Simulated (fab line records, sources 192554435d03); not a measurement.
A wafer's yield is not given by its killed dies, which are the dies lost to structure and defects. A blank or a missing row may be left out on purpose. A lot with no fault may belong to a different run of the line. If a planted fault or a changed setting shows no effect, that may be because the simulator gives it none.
Chamber matching -- flow n5-finfet -- N5_GATE_CUT_CMP_61 on cmp-02 has 3 sister chambers
The step polishes, stops on SiNx, t overpolish 3 s. 16 wafers are shown with their chamber, then 5 later ones without.

## EACH WAFER AND ITS CHAMBER
wafer,chamber,motor-current-A (A),retaining-ring-pressure-frac
L075.1,3,10.9,1.007
L075.4,1,10.6,1.002
L075.6,3,10.7,0.999
L078.1,1,10.4,0.996
L078.3,2,11.1,1.003
L078.4,3,10.6,1.002
L080.2,2,11.0,1.012
L080.3,3,10.2,1.003
L080.6,1,10.1,0.999
L087.1,3,11.3,1.003
L087.3,1,10.0,0.999
L087.6,3,10.3,1.007
L088.2,2,10.9,1.005
L088.4,1,9.9,0.989
L088.5,2,10.6,1.009
L091.3,2,11.1,1.003

SIGNATURES (means of the wafers above)
reading,chamber 1,chamber 2,chamber 3,scatter within a chamber
motor-current-A,10.200,10.940,10.667,0.319
retaining-ring-pressure-frac,0.99700,1.00640,1.00350,0.00401
Rule: a wafer's distance from a chamber is the root of the sum, over the readings, of the square of ((its reading less the chamber's mean) divided by the reading's scatter). If the next closest chamber is less than 2 further off than the closest, the wafer can't be placed; otherwise it belongs to the closest. The scatter: take each reading less its chamber's mean, square it, sum over the shown wafers, divide by the number of wafers less the number of chambers, and take the root.

## WAFERS WITH NO CHAMBER GIVEN
wafer,motor-current-A (A),retaining-ring-pressure-frac
L091.5,10.6,1.002
L093.3,10.2,0.997
L093.5,10.9,1.007
L094.1,10.9,1.005
L094.5,10.2,0.996

## THE CHAMBER EACH PASSED THROUGH
wafer,from the rows above,in truth
L091.5,can't be placed: 3 or 2 or 1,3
L093.3,1,1
L093.5,can't be placed: 2 or 3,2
L094.1,can't be placed: 2 or 3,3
L094.5,1,1
Correctly placed: 2 of 5. These rows do not allow placing 3 (true chamber among the candidates in 3). 0 placed wrongly.
